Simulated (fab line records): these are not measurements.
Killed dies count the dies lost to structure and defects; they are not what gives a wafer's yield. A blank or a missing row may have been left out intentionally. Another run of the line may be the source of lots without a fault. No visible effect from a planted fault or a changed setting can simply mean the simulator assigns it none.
Matching of chambers + flow nand-harc + 4 sister chambers for NHARC_A_CHANNEL_FILL_D2_ETCHBACK_20 on rie-diel-06
The step etches the open film in C4F8/O2/Ar, target depth 27 nm, time 13.5 s. 24 wafers are shown with their chamber, then 12 later ones without.

WAFERS, EACH WITH ITS CHAMBER
| wafer  | chamber | rf-vpp-V (V) | oes-product-au (a.u.) |
|--------|---------|--------------|-----------------------|
| L074.1 | 3       | 972          | 1.015                 |
| L074.2 | 0       | 977          | 1.022                 |
| L074.6 | 2       | 977          | 0.997                 |
| L079.2 | 2       | 978          | 0.992                 |
| L079.3 | 3       | 973          | 0.983                 |
| L079.4 | 0       | 977          | 0.988                 |
| L081.1 | 2       | 978          | 0.929                 |
| L081.5 | 3       | 973          | 0.929                 |
| L081.6 | 0       | 974          | 0.938                 |
| L083.1 | 1       | 981          | 1.009                 |
| L083.3 | 3       | 973          | 1.014                 |
| L083.5 | 3       | 974          | 1.017                 |
| L085.2 | 2       | 979          | 0.996                 |
| L085.3 | 0       | 975          | 0.998                 |
| L085.5 | 0       | 977          | 1.012                 |
| L086.2 | 0       | 974          | 0.936                 |
| L086.4 | 3       | 972          | 0.931                 |
| L086.5 | 1       | 982          | 0.927                 |
| L090.1 | 1       | 981          | 1.006                 |
| L090.3 | 0       | 975          | 1.011                 |
| L090.5 | 2       | 979          | 0.992                 |
| L091.4 | 0       | 976          | 1.006                 |
| L091.5 | 2       | 979          | 0.983                 |
| L091.6 | 3       | 973          | 1.006                 |

SIGNATURES, as means of the wafers listed above
| reading        | chamber 0 | chamber 1 | chamber 2 | chamber 3 | scatter within a chamber |
|----------------|-----------|-----------|-----------|-----------|--------------------------|
| rf-vpp-V       | 975.62    | 981.33    | 978.33    | 972.86    | 0.968                    |
| oes-product-au | 0.98887   | 0.98067   | 0.98150   | 0.98500   | 0.0353                   |
Rule: distance of a wafer from a chamber = root of the sum over the readings of ((wafer's reading minus chamber's mean) / reading's scatter) squared. If the next closest chamber is less than 2 further off than the closest, the wafer can't be placed; otherwise it belongs to the closest. How the scatter is found: for the shown wafers, subtract from each reading the mean of its chamber, square and add these, divide the total by (wafers less chambers), then take the root.

WAFERS WITH NO CHAMBER GIVEN
| wafer  | rf-vpp-V (V) | oes-product-au (a.u.) |
|--------|--------------|-----------------------|
| L093.2 | 972          | 1.006                 |
| L093.5 | 977          | 0.987                 |
| L093.6 | 980          | 1.007                 |
| L092.1 | 972          | 1.006                 |
| L092.3 | 977          | 0.999                 |
| L092.5 | 972          | 1.006                 |
| L094.2 | 972          | 0.974                 |
| L094.3 | 977          | 0.955                 |
| L094.5 | 981          | 0.977                 |
| L097.2 | 972          | 1.004                 |
| L097.3 | 977          | 0.980                 |
| L097.4 | 981          | 1.004                 |

EACH ONE'S CHAMBER
| wafer  | from the rows above     | in truth |
|--------|-------------------------|----------|
| L093.2 | 3                       | 3        |
| L093.5 | can't be placed: 2 or 0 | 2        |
| L093.6 | can't be placed: 1 or 2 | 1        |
| L092.1 | 3                       | 3        |
| L092.3 | can't be placed: 0 or 2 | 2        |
| L092.5 | 3                       | 3        |
| L094.2 | 3                       | 3        |
| L094.3 | can't be placed: 2 or 0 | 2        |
| L094.5 | 1                       | 1        |
| L097.2 | 3                       | 3        |
| L097.3 | can't be placed: 2 or 0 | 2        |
| L097.4 | 1                       | 1        |
Correct placement for 7 of the 12. Unplaceable from these rows: 5, with the true chamber sitting among the candidates in 5. Placed wrongly: 0.
